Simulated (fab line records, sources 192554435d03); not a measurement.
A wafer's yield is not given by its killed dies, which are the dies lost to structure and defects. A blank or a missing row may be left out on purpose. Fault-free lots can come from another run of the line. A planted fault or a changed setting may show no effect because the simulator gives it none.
A lot that was struck, set against a sound lot / flow n5 finfet / 37 out of 1938 route steps
Sound: these wafers, L319.1, L319.4, L319.6. Struck: wafers L310.1, L310.4, L310.6. The cause comes at the end.
Each step with rows lists, per side, the tool, then ch with its chambers, then its first start. Under that, the readings that differ: sound wafers / struck wafers / difference of the means / sigmas: that difference in standard deviations of wafers without a fault.
alike: readings with means less than 2 such deviations apart, plus words and numbers identical on both sides. not compared: withheld readings, readings lacking a value on some wafer, bounds such as >300 that could conceal the same value, and numbers that have no deviation in the record and whose values overlap.
The two part at a step that has a row with sigmas, a row that says differs or no value, or rows on one side only. When numbers do not overlap yet have no deviation, they are printed without sigmas and do not part them. A reading that every wafer of one side lacks parts them only if that side has two wafers or more.

first, 9 steps without rows for these wafers: N5_BEOL_M4_ANNEAL_95 (time 240 s); N5_BEOL_M4_SPUTTER_96 (material Cu, target thk 4.5 nm, time 8.29 s); N5_BEOL_M4_ECD_50 (material Cu, target thk 300 nm); N5_BEOL_M4_ANNEAL_51 (time 90 s); N5_BEOL_M4_CMP_52 (polishes, stops on SiOC, t overpolish 6.8 s, target thk 40 nm); N5_BEOL_M4_PRE_CLEAN_60 (time 15 s); N5_BEOL_M4_CO_CAP_55 (material Co, precursor CCTBA/H2, target thk 2 nm, time 102.1 s); N5_BEOL_M4_PRE_CLEAN_56 (time 15 s); N5_BEOL_M4_DEP_57 (deposits SiCN from 3MS/NH3, target thk 8 nm, time 14 s).
N5_BEOL_M4_RC_MEAS_101:
  sound on prober-02 ch 0, day 13 00:50; struck on prober-02 ch 0, day 10 17:33
reading=IOFF_N (nA/um); sound=0.185 0.225 0.237; struck=0.173 0.132 0.149; difference=-0.064; sigmas=-2
reading=IOFF_P (nA/um); sound=0.22 0.28 0.28; struck=0.20 0.16 0.19; difference=-0.08; sigmas=-2
reading=ION_P (uA/um); sound=463 476 464; struck=452 448 456; difference=-16; sigmas=-2
reading=VT_N (mV); sound=248 244 243; struck=250 254 252; difference=+7; sigmas=+2
  alike: DIBL_N, DIBL_P, ION_N, SS_N, SS_P, VT_P
then, 24 steps without rows for these wafers: N5_BEOL_M5_ILD_DEP_00 (deposits SiCOH lowk from DEMS/porogen, target thk 140.64 nm, time 25.9 s); N5_BEOL_M5_CURE_79 (cures SiCOH lowk, time 240 s); N5_BEOL_M5_PECVD_70 (deposits SiO2 from TEOS/O2, target thk 16 nm, time 18 s); N5_BEOL_M5_HM_DEP_02 (deposits TiN, target thk 20 nm); N5_BEOL_M5_COAT_59 (time 60 s, resist thk 60 nm); N5_BEOL_M5_COAT_60 (time 60 s, resist thk 12 nm); N5_BEOL_M5_COAT_71 (time 60 s, resist thk 5 nm); N5_BEOL_M5_COAT_05 (resist thk 30 nm); N5_BEOL_M5_EBR_07; N5_BEOL_M5_SOFTBAKE_06 (time 60 s); N5_BEOL_M5_EXPOSE_08 (exposes mask M5, target cd 28 nm); N5_BEOL_M5_PEB_09 (peb time 60 s); N5_BEOL_M5_DEVELOP_10 (develop time 30 s); N5_BEOL_M5_DESCUM_16 (chemistry O2, time 7 s); N5_BEOL_M5_ETCH_72 (etches underlayer in N2/H2, target depth 6.5 nm, time 5.2 s); N5_BEOL_M5_ETCH_61 (etches SiARC in CF4, target depth 15.6 nm, time 26 s); N5_BEOL_M5_ETCH_62 (etches SOC in N2/H2, target depth 75 nm, overetch 15 nm, time 112.5 s); N5_BEOL_M5_STRIP_63 (strips in N2/H2); N5_BEOL_M5_STRIP_73 (strips in N2/H2); N5_BEOL_M5_STRIP_64 (strips in CF4); N5_BEOL_M5_HM_OPEN_17 (chemistry Cl2/BCl3, target TiN, target depth 20 nm, overetch 6 nm); N5_BEOL_M5_STRIP_19 (strips in O2); N5_BEOL_M5_COAT_65 (time 60 s, resist thk 60 nm); N5_BEOL_M5_COAT_66 (time 60 s, resist thk 12 nm).
N5_BEOL_M7_ETCH_66: etches SOC in N2/H2, target depth 80 nm, overetch 16 nm, time 120 s.
  sound on rie diel-04 ch 0,2,3, day 14 03:00; struck on rie diel-03 ch 0,1,3, day 11 16:08
  no value came back on the struck wafers for any of 7 readings (bias w (W), chamber pressure mTorr (mTorr) and others); on the sound wafers bias w (W) reads 149.8 149.5 149.4
reading=model.CAR-EUV_of_BEOL_M7_COAT_22.thk nm (nm); sound=0 0 0; struck=11.2 11.2 11.2; difference=+11.2; sigmas=
reading=model.SiARC_of_BEOL_M7_COAT_64.thk nm (nm); sound=6 6.6 6.4; struck=12 12 12; difference=+6; sigmas=
reading=model.underlayer_of_BEOL_M7_COAT_71.thk nm (nm); sound=0 0 0; struck=5 5 5; difference=+5; sigmas=
  not compared: rf hours counter h
N5_BEOL_M7_VIA_ETCH_34: etches SiCOH lowk in C4F6/O2, target depth 125.5 nm, time 50.5 s.
  sound on rie diel-04 ch 0,2,3, day 14 03:06; struck on rie diel-03 ch 0,1,3, day 11 16:14
reading=oes product au (a.u.); sound=1.01 0.68 0.67; struck=0.27 0.27 0.27; difference=-0.52; sigmas=-5
  alike: C4F6_flow_sccm, O2_flow_sccm, drypump motor current A, mfc ar sccm, oes_f_703_au, rf vpp V, showerhead plenum p Torr, throttle valve pct
  not compared: rf hours counter h
-- record jumps: 3 days separate the struck wafers' starts on either side; left off in module BEOL_M7, taken up again in module PASSIVATION, whose first shown step is the route's number 1936 --
N5_PASSIVATION_PROBE_49:
  struck on prober-01, day 14 19:35; sound on prober-01, day 17 07:38
reading=defect limited yield (%); sound=88.6 93.9 93.2; struck=0 0 0; difference=-92; sigmas=-61
reading=killed_at_M4_up; sound=19 19 17; struck=1102 1121 1089; difference=+1086; sigmas=+99 or more
reading=killed dies; sound=135 72 80; struck=1180 1180 1180; difference=+1084; sigmas=+60
reading=killed on rim; sound=16 10 9; struck=152 152 152; difference=+140; sigmas=+33
reading=sort_bin_5_function (%); sound=6.5 3.6 4.2; struck=97.4 97.3 96.1; difference=+92.2; sigmas=+84
reading=sort n pass; sound=1045 1108 1100; struck=0 0 0; difference=-1084; sigmas=-60
reading=sort yield pct (%); sound=88.6 93.9 93.2; struck=0 0 0; difference=-92; sigmas=-61
  alike: killed_at_M0_to_M3, killed at contacts, killed at front end, killed at other, killed open, killed short, sort_bin_6_memory, sort_bin_8_speed

## WHERE THEY PART
At N5_BEOL_M4_RC_MEAS_101 first; at N5_PASSIVATION_PROBE_49 last (within this record only).

WHY: the cause the simulator had injected
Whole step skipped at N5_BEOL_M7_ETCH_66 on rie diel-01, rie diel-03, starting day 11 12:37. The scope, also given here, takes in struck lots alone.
